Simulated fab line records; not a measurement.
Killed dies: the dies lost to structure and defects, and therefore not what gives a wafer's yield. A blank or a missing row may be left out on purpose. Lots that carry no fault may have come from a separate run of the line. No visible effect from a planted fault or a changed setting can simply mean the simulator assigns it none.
Struck lot and sound lot, side by side + flow nand harc + 15 steps out of a route of 1159
Sound: wafers L187.2, L187.5, L187.6. Wafers struck: L200.3, L200.4, L200.6. The cause is named last.
At each step with rows: each side's tool, then ch and its chambers, then its first start. Under that, the readings that differ: sound wafers + struck wafers + difference of the means + sigmas: that difference in standard deviations of wafers without a fault.
alike: readings whose means differ by less than 2 such deviations, and words and numbers that are the same on both sides. not compared: withheld readings, readings that some wafer has no value for, bounds like >300 that may hide the same value, and numbers for which the record gives no deviation and whose values overlap.
A row with sigmas, a row that says differs or no value, or rows on one side alone: a step with any of these is where the two part. Numbers that have no deviation but don't overlap get no sigmas and don't part them. A reading that every wafer of one side lacks parts them only if that side has two wafers or more.

first, 6 steps without rows for these wafers: NHARC_A_CHANNEL_HOLE_D1_COAT_04 (resist thk 90 nm); NHARC_A_CHANNEL_HOLE_D1_SOFTBAKE_05 (time 55 s); NHARC_A_CHANNEL_HOLE_D1_EBR_06; NHARC_A_CHANNEL_HOLE_D1_EXPOSE_07 (exposes mask HOLE D1, target cd 100 nm); NHARC_A_CHANNEL_HOLE_D1_PEB_08 (peb time 65 s); NHARC_A_CHANNEL_HOLE_D1_DEVELOP_09 (develop time 35 s).
NHARC_A_CHANNEL_HOLE_D1_CD_MEAS_10: target cd 100 nm.
  sound on cd sem-03 ch 0, day 8 21:43; struck on cd sem-01 ch 0, day 12 06:50
  alike: cd nm
NHARC_A_CHANNEL_HOLE_D1_OVL_MEAS_11:
  struck on overlay-01, day 12 06:55; sound on overlay-01, day 8 21:48
| reading           | sound          | struck        | difference | sigmas |
|-------------------|----------------|---------------|------------|--------|
| overlay x nm (nm) | -2.0 -2.2 -2.0 | -0.3 0.4 -0.7 | +1.9       | +2     |
  alike: overlay y nm
NHARC_A_CHANNEL_HOLE_D1_INSPECT_12:
  struck on defect inspect-01, day 12 06:58; sound on defect inspect-01, day 8 21:50
  alike: raw defect count
NHARC_A_CHANNEL_HOLE_D1_DESCUM_15: chemistry O2, time 3 s.
  sound on rie diel-12 ch 0,1, day 8 21:54; struck on rie diel-12 ch 1,2,3, day 12 07:02
  alike: drypump motor current A, oes product au, rf vpp V, showerhead plenum p Torr, throttle valve pct
  not compared: rf hours counter h
NHARC_A_CHANNEL_HOLE_D1_ETCH_38: etches the open film in CF4, target depth 39 nm, time 65 s.
  sound on rie diel-12 ch 1,2, day 8 21:59; struck on rie diel-12 ch 0,2, day 12 07:07
  alike: drypump motor current A, oes product au, rf fwd power W, rf vpp V, showerhead plenum p Torr, throttle valve pct
  not compared: rf hours counter h
NHARC_A_CHANNEL_HOLE_D1_ETCH_39: etches the open film in N2/H2, target depth 260 nm, time 325 s.
  sound on rie diel-12 ch 1,2; struck on rie diel-12 ch 0,3
  alike: drypump motor current A, oes product au, rf fwd power W, rf vpp V, showerhead plenum p Torr, throttle valve pct
  not compared: rf hours counter h
NHARC_A_CHANNEL_HOLE_D1_ETCH_34: etches the open film in CF4/CHF3, target depth 154 nm, time 77 s.
  sound on rie diel-12 ch 0,3, day 8 22:20; struck on rie diel-12 ch 0,1,2, day 12 07:27
| reading               | sound             | struck            | difference | sigmas      |
|-----------------------|-------------------|-------------------|------------|-------------|
| oes product au (a.u.) | 0.955 0.976 0.959 | 0.697 0.711 0.694 | -0.263     | -12         |
| rf fwd power W (W)    | 493.9 497.7 493.0 | 293.6 295.9 296.6 | -199.5     | -99 or more |
  alike: drypump motor current A, rf vpp V, showerhead plenum p Torr, throttle valve pct
  not compared: rf hours counter h, model.A_CHANNEL_HOLE_D1.cd nm
NHARC_A_CHANNEL_HOLE_D1_ETCH_16: etches the open film in O2/COS, target depth 3100 nm, time 806 s.
  sound on rie diel-12 ch 0,3; struck on rie diel-12 ch 0,1,2
  alike: drypump motor current A, oes product au, rf fwd power W, rf vpp V, showerhead plenum p Torr, throttle valve pct
  not compared: rf hours counter h, model.A_CHANNEL_HOLE_D1.cd nm
NHARC_A_CHANNEL_HOLE_D1_CD_MEAS_18:
  struck on cd sem-03, day 12 08:08; sound on cd sem-01, day 8 23:00
  alike: cd nm

== WHERE THEY PART ==
At NHARC_A_CHANNEL_HOLE_D1_OVL_MEAS_11 first; at NHARC_A_CHANNEL_HOLE_D1_ETCH_34 last (within this record only). Later steps at which nothing parts them and some readings are alike: NHARC_A_CHANNEL_HOLE_D1_ETCH_16, NHARC_A_CHANNEL_HOLE_D1_CD_MEAS_18.

WHY: what had been put in by the simulator
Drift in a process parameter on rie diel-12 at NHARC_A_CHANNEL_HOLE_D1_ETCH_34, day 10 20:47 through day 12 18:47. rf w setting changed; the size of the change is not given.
